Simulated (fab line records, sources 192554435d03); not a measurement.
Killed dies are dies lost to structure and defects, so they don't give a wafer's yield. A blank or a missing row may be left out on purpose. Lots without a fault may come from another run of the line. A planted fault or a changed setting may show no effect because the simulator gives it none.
Which tool did it? | flow n5_finfet | 11 lots, 32 wafers sampled, at 1 step of a route of 1938

WHAT THE GAUGES READ, wafer by wafer
N5_BEOL_M15_THK_MEAS_50: measures by xrf.
lot  | measured     | on            | M15_THK (nm)
L346 | day 11 13:13 | film_metro-02 | 831 866
L347 | day 11 14:18 | film_metro-02 | 854 844 841
L348 | day 12 01:28 | film_metro-01 | 840 854 873
L349 | day 12 03:37 | film_metro-02 | 819 844 841
L350 | day 12 18:40 | film_metro-02 | 861 835 875
L351 | day 12 19:00 | film_metro-02 | 822 836 829
L356 | day 13 22:02 | film_metro-02 | 884 867 871
L358 | day 14 11:02 | film_metro-01 | 856 848 839
L359 | day 14 16:35 | film_metro-02 | 849 859 839
L357 | day 14 17:43 | film_metro-02 | 843 838 835
L368 | day 17 01:23 | film_metro-02 | 841 843 847

WHICH TOOL RAN EACH LOT (tool, then ch and the chambers of the sampled wafers, then the start)
The record holds no process step before these readings.

THE ANSWER, worked out from the rows above alone
Rule: what is usual is taken from the lots themselves. Put in order of their means at a reading, lots are off if they are a third of the lots or fewer, leave a main group of 4 or more, and stand apart from it by a gap of 3 or more times the standard deviation of the main group's means; of several such gaps the widest counts. A main group whose means are all the same, to the digits that the tables above print for the reading, isn't used. A lot without any number at a reading at which 4 lots or more have one is off too. The other lots that the step has rows for count as sound.
No lot is off at any reading shown: from this, nothing can be told.

WHAT THE SIMULATOR HAD PUT IN
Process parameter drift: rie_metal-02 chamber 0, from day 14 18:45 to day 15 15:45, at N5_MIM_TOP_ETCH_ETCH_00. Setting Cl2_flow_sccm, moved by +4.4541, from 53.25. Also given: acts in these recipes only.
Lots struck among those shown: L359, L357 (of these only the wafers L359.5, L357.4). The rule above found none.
